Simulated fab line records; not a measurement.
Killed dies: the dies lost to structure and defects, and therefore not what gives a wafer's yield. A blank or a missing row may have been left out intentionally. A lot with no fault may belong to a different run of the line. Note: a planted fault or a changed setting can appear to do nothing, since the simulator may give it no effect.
Matching of chambers    flow n5 finfet    N5_SD_EPI_N_ETCH_35 on rie diel-06: 4 sister chambers
The step etches SOC in N2/H2, overetch 108 nm, time 486 s. 4 wafers are shown with their chamber, then 10 later ones without.

WAFERS PAIRED WITH THEIR CHAMBERS
wafer   chamber  showerhead plenum p Torr (Torr)
L075.6  3        2.66
L082.4  0        2.58
L086.1  2        2.53
L086.3  1        2.47

WAFERS WHOSE CHAMBER IS MISSING
wafer   showerhead plenum p Torr (Torr)
L086.6  2.53
L093.3  2.53
L093.5  2.53
L093.6  2.46
L094.2  2.46
L094.3  2.56
L094.6  2.56
L096.4  2.46
L096.5  2.56
L096.6  2.52

EACH ONE'S CHAMBER
wafer   from the rows above      in truth
L086.6  2                        2
L093.3  2                        2
L093.5  2                        2
L093.6  1                        1
L094.2  1                        1
L094.3  can't be placed: 0 or 2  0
L094.6  can't be placed: 0 or 2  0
L096.4  1                        1
L096.5  can't be placed: 0 or 2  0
L096.6  2                        2
Correctly placed: 7 of 10. Can't be placed from these rows: 3 (the true chamber is among the candidates in 3). 0 placed wrongly.
How it was worked out, from the rows above alone: a wafer's distance from a chamber is the root of the sum, over the readings, of the square of ((its reading less the chamber's mean) divided by the reading's scatter). If the next closest chamber is less than 2 further off than the closest, the wafer can't be placed; otherwise it belongs to the closest. A chamber's mean is the mean of its shown wafers. The scatter: with one shown wafer a chamber, the root of the mean of the squares of how far each hidden wafer lies from its nearest shown one.
